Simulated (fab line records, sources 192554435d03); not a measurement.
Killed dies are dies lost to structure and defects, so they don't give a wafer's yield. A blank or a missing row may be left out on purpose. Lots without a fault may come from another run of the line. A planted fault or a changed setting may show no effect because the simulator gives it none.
Chamber matching | flow n5_finfet | N5_BEOL_M2_DESCUM_33 on rie_diel-02: 4 sister chambers
The step chemistry O2, time 7 s. 4 wafers are shown with their chamber, then 8 later ones without.

WAFERS WITH THEIR CHAMBER
wafer  | chamber | showerhead_plenum_p_Torr (Torr)
L079.6 | 3       | 2.05
L091.2 | 1       | 2.12
L091.3 | 2       | 2.05
L093.3 | 0       | 2.01

WAFERS WITHOUT THEIR CHAMBER
wafer  | showerhead_plenum_p_Torr (Torr)
L093.5 | 2.00
L093.6 | 2.12
L095.2 | 2.00
L095.5 | 2.04
L095.6 | 2.00
L097.2 | 2.04
L097.3 | 2.05
L097.6 | 2.00

WHICH CHAMBER EACH WENT THROUGH
wafer  | from the rows above     | in truth
L093.5 | 0                       | 0
L093.6 | 1                       | 1
L095.2 | 0                       | 0
L095.5 | can't be placed: 2 or 3 | 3
L095.6 | 0                       | 0
L097.2 | can't be placed: 2 or 3 | 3
L097.3 | can't be placed: 2 or 3 | 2
L097.6 | 0                       | 0
Placed correctly: 5 of 8. Can't be placed from these rows: 3 (the true chamber is among the candidates in 3). Placed wrongly: 0.
How it was worked out, from the rows above alone: a wafer's distance from a chamber is the root of the sum, over the readings, of the square of ((its reading less the chamber's mean) divided by the reading's scatter). The wafer belongs to the nearest chamber; if the next one is less than 2 further off, it can't be placed. A chamber's mean is the mean of its shown wafers. The scatter: with one shown wafer a chamber, the root of the mean of the squares of how far each hidden wafer lies from its nearest shown one.
